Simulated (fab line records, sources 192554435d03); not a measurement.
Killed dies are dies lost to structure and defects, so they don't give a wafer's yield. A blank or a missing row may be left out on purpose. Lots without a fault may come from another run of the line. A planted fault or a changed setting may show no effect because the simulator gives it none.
fab line records | flow n5_finfet | part 2 of 2: steps 25 to 33 of 33
record lots=5 wafers=15 last_day=18
route steps=1938 shown BEOL_M2@909 BEOL_M3@931
lots that met no fault: from a run of the same line without faults
start_h: hours from the record's first day to the start of the lot's first wafer shown | wait_h: hours since the lot's step before | " the same as in the row above | L1.1+2: a row that stands for several wafers | - no value, or no start given | * or withheld: withheld | < > ~ a bound
route shown NAME@n: a module of which the file shows steps, and the number in the route of the first | usual: mean/standard deviation of fault-free wafers | same: alike in all rows | chamber/n: place in a boat | sites: the reading at each site | _std_site: their standard deviation | _edge_site: outer sites' mean less inner sites' | radius_mm: how far each site lies from the wafer's centre | mask NAME#n: copy n | behind: the tool/chamber that last shaped the wafer | hold: why the lot was held/for how many hours/how that ended | device: the transistor (n, p or np) that didn't switch | end of line: the same wafers' tests at the end of the route | a step without rows: its recipe alone | killed: dies lost to structure and defects at the first sort, not the wafer's yield | map: a wafer's dies, x killed, . not, _ none there
set.NAME: the setting as run; set.NAME@STEP: as run at that earlier step | model.NAME: the simulator's own value behind a step, which no gauge read
lots at some steps of the route; a table a step, a row a wafer
services: from which hour (start_h, from the record's first day; less than 0 if before it) a tool's chamber was out of use, for how many hours, and why
## steps
# step N5_BEOL_M3_PECVD_72
# recipe material=SiO2 target_thk_a=160 temp_c=400 precursor=TEOS/O2 pressure_torr=5.5 rf_w=450 teos_flow_sccm=53.8 gas=O2 flow_sccm=3000 time_s=18
# usual heater_power_w=682/92 showerhead_plenum_p_Torr=8.78/0.066 throttle_valve_pct=22.0/1.3
# columns lot.wafer tool chamber start_h wait_h heater_power_w showerhead_plenum_p_Torr throttle_valve_pct
L079.1 pecvd-03 2 189.39 0.0 712 8.79 24.0
L079.4 " 2 " " 761 8.80 24.1
L079.5 " 1 " " 659 8.66 21.8
L083.1 pecvd-01 0 197.58 0.0 722 8.83 21.9
L083.2 " 2 " " 690 8.77 20.5
L083.5 " 2 " " 691 8.79 20.8
L085.1 pecvd-02 2 207.74 0.0 627 8.84 19.9
L085.5 " 2 " " 626 8.85 20.1
L085.6 " 0 " " 640 8.75 23.5
L087.2 pecvd-01 1 225.21 0.0 765 8.77 23.5
L087.3 " 0 " " 718 8.82 21.9
L087.6 " 0 " " 720 8.84 21.7
L092.3 pecvd-02 1 272.57 0.1 580 8.69 22.2
L092.4 " 0 " " 603 8.79 23.4
L092.6 " 0 " " 598 8.73 23.6
# step N5_BEOL_M3_HM_DEP_02
# recipe material=TiN target_thk_a=200 temp_c=25 chamber_pressure_pa=0.49996
# usual substrate_temp_c=24.98/0.11 throttle_valve_pct=30.0/0.95
# columns lot.wafer tool chamber start_h wait_h substrate_temp_c throttle_valve_pct
L079.1 pvd_sputter-03 - 192.00 2.6 25.09 29.7
L079.4 " - " " 25.12 30.2
L079.5 " - " " 25.07 30.1
L083.1 pvd_sputter-03 - 198.43 0.8 24.94 29.4
L083.2 " - " " 25.12 28.2
L083.5 " - " " 24.83 29.8
L085.1 pvd_sputter-01 - 209.89 2.1 25.01 28.9
L085.5 " - " " 24.99 30.5
L085.6 " - " " 24.93 28.9
L087.2 pvd_sputter-03 - 227.52 2.3 24.85 29.8
L087.3 " - " " 24.87 30.0
L087.6 " - " " 25.08 30.2
L092.3 pvd_sputter-02 - 273.82 1.2 25.09 31.7
L092.4 " - " " 24.93 30.2
L092.6 " - " " 25.00 31.9
# step N5_BEOL_M3_COAT_61
# recipe resist=SOC temp_c=250 time_s=60 spin_rpm=1500 resist_thk_nm=60
# usual dispense_pressure_kPa=52.7/1.8 exhaust_pa=45.0/0.84
# columns lot.wafer tool chamber start_h wait_h dispense_pressure_kPa exhaust_pa
L079.1 litho_track-05 0 192.13 0.1 54.4 44.4
L079.4 " 0 " " 54.4 44.5
L079.5 " 0 " " 54.4 44.5
L083.1 litho_track-03 0 198.55 0.1 54.3 45.2
L083.2 " 0 " " 54.3 43.0
L083.5 " 0 " " 54.3 44.2
L085.1 litho_track-04 0 210.02 0.1 50.8 45.2
L085.5 " 0 " " 50.8 45.7
L085.6 " 0 " " 50.8 44.3
L087.2 litho_track-03 0 227.65 0.1 54.4 44.6
L087.3 " 0 " " 54.3 45.6
L087.6 " 0 " " 54.3 45.8
L092.3 litho_track-05 0 273.95 0.1 54.4 45.2
L092.4 " 0 " " 54.4 44.4
L092.6 " 0 " " 54.5 45.1
# step N5_BEOL_M3_COAT_62
# recipe resist=SiARC temp_c=220 time_s=60 spin_rpm=1500 resist_thk_nm=12
# usual dispense_pressure_kPa=52.7/1.8 exhaust_pa=45.0/0.92
# columns lot.wafer tool chamber start_h wait_h dispense_pressure_kPa exhaust_pa
L079.1 litho_track-05 0 - - 54.3 45.7
L079.4 " 0 " " 54.3 44.7
L079.5 " 0 " " 54.3 45.5
L083.1 litho_track-03 0 - - 54.2 45.2
L083.2 " 0 " " 54.2 45.5
L083.5 " 0 " " 54.2 45.6
L085.1 litho_track-04 0 - - 50.8 44.7
L085.5 " 0 " " 50.8 44.8
L085.6 " 0 " " 50.8 43.6
L087.2 litho_track-03 0 - - 54.2 44.5
L087.3 " 0 " " 54.2 44.1
L087.6 " 0 " " 54.2 44.3
L092.3 litho_track-05 0 - - 54.3 44.4
L092.4 " 0 " " 54.3 44.5
L092.6 " 0 " " 54.3 44.5
# step N5_BEOL_M3_COAT_73
# recipe resist=underlayer temp_c=205 time_s=60 spin_rpm=1500 resist_thk_nm=5
# usual dispense_pressure_kPa=52.7/1.8 exhaust_pa=45.2/0.76
# columns lot.wafer tool chamber start_h wait_h dispense_pressure_kPa exhaust_pa
L079.1 litho_track-05 0 - - 54.3 43.9
L079.4 " 0 " " 54.3 43.5
L079.5 " 0 " " 54.3 45.6
L083.1 litho_track-03 0 - - 54.3 46.7
L083.2 " 0 " " 54.4 45.9
L083.5 " 0 " " 54.3 47.9
L085.1 litho_track-04 0 - - 50.8 44.5
L085.5 " 0 " " 50.7 46.0
L085.6 " 0 " " 50.8 44.2
L087.2 litho_track-03 0 - - 54.3 45.7
L087.3 " 0 " " 54.4 45.2
L087.6 " 0 " " 54.4 46.5
L092.3 litho_track-05 0 - - 54.4 44.6
L092.4 " 0 " " 54.3 45.1
L092.6 " 0 " " 54.4 45.0
# step N5_BEOL_M3_COAT_05
# recipe resist=CAR-EUV spin_rpm=1500 resist_thk_nm=30
# usual dispense_pressure_kPa=52.7/1.8 exhaust_pa=44.9/0.98
# columns lot.wafer tool chamber start_h wait_h dispense_pressure_kPa exhaust_pa
L079.1 litho_track-05 0 - - 54.3 43.7
L079.4 " 0 " " 54.4 41.4
L079.5 " 0 " " 54.4 43.2
L083.1 litho_track-03 0 - - 54.3 46.0
L083.2 " 0 " " 54.3 46.0
L083.5 " 0 " " 54.3 43.6
L085.1 litho_track-04 0 - - 50.8 45.8
L085.5 " 0 " " 50.8 46.4
L085.6 " 0 " " 50.8 44.3
L087.2 litho_track-03 0 - - 54.3 46.3
L087.3 " 0 " " 54.3 45.6
L087.6 " 0 " " 54.3 46.7
L092.3 litho_track-05 0 - - 54.3 45.9
L092.4 " 0 " " 54.3 46.5
L092.6 " 0 " " 54.3 46.0
# step N5_BEOL_M3_EBR_07
# recipe solvent=PGMEA ebr_width_mm=1.5
# usual exhaust_pa=44.9/1
# columns lot.wafer tool chamber start_h wait_h exhaust_pa
L079.1 litho_track-05 0 - - 43.4
L079.4 " 0 " " 44.0
L079.5 " 0 " " 44.4
L083.1 litho_track-03 0 - - 45.5
L083.2 " 0 " " 44.4
L083.5 " 0 " " 45.9
L085.1 litho_track-04 0 - - 44.1
L085.5 " 0 " " 42.7
L085.6 " 0 " " 43.7
L087.2 litho_track-03 0 - - 45.9
L087.3 " 0 " " 44.4
L087.6 " 0 " " 45.7
L092.3 litho_track-05 0 - - 44.8
L092.4 " 0 " " 44.6
L092.6 " 0 " " 45.2
# step N5_BEOL_M3_SOFTBAKE_06
# recipe temp_c=110 time_s=60 resist=CAR-EUV
# usual exhaust_pa=45.0/0.92
# columns lot.wafer tool chamber start_h wait_h exhaust_pa
L079.1 litho_track-05 0 - - 45.1
L079.4 " 0 " " 45.5
L079.5 " 0 " " 45.4
L083.1 litho_track-03 0 - - 45.6
L083.2 " 0 " " 44.9
L083.5 " 0 " " 43.8
L085.1 litho_track-04 0 - - 43.9
L085.5 " 0 " " 44.8
L085.6 " 0 " " 45.0
L087.2 litho_track-03 0 - - 45.7
L087.3 " 0 " " 43.9
L087.6 " 0 " " 46.0
L092.3 litho_track-05 0 - - 44.4
L092.4 " 0 " " 47.1
L092.6 " 0 " " 46.0
# step N5_BEOL_M3_EXPOSE_08
# recipe mask_id=M3 na=0.33 source_shape=dipole sigma_inner=0.369 sigma_outer=0.767 polarization=unpolarized dose_mj=33
# columns lot.wafer tool chamber start_h wait_h mask
L079.1+4+5 euv_scanner-02 0 192.40 - M3#0
L083.1+2+5 euv_scanner-02 0 198.82 - M3#0
L085.1+5+6 euv_scanner-01 0 210.28 - M3#0
L087.2+3+6 euv_scanner-02 0 227.92 - M3#0
L092.3+4+6 euv_scanner-02 0 274.10 - M3#0
## services
# columns tool chamber start_h hours kind
euv_scanner-02 - 172.92 4.6 pm
cmp-04 - 174.90 6.6 pm
pecvd-02 - 177.29 1.3 repair
litho_track-03 - 182.73 - consumable_replace:filter
euv_scanner-01 - 188.84 1.0 pm
cmp-02 - 197.13 4.0 pm
litho_track-05 - 198.73 - consumable_replace:filter
pecvd-02 0 199.26 5.5 scheduled_down
cmp-03 - 201.61 1.2 repair
pecvd-03 2 202.38 - clean
cmp-03 - 206.51 0.8 repair
euv_scanner-02 - 208.92 1.0 pm
ecd_cu-02 - 216.37 0.9 repair
cmp-02 - 216.47 0.3 repair
cvd_co-01 2 231.13 12.4 repair
cmp-03 - 240.67 1.8 repair
euv_scanner-01 - 244.99 1.0 pm
pecvd-03 - 255.45 3.2 repair
euv_scanner-01 - 255.66 5.8 pm
ecd_cu-02 - 259.33 1.6 repair
pecvd-03 0 264.70 12.5 repair
euv_scanner-02 - 265.07 1.0 pm
pecvd-02 2 268.35 5.5 scheduled_down
pvd_sputter-01 - 272.12 7.8 repair
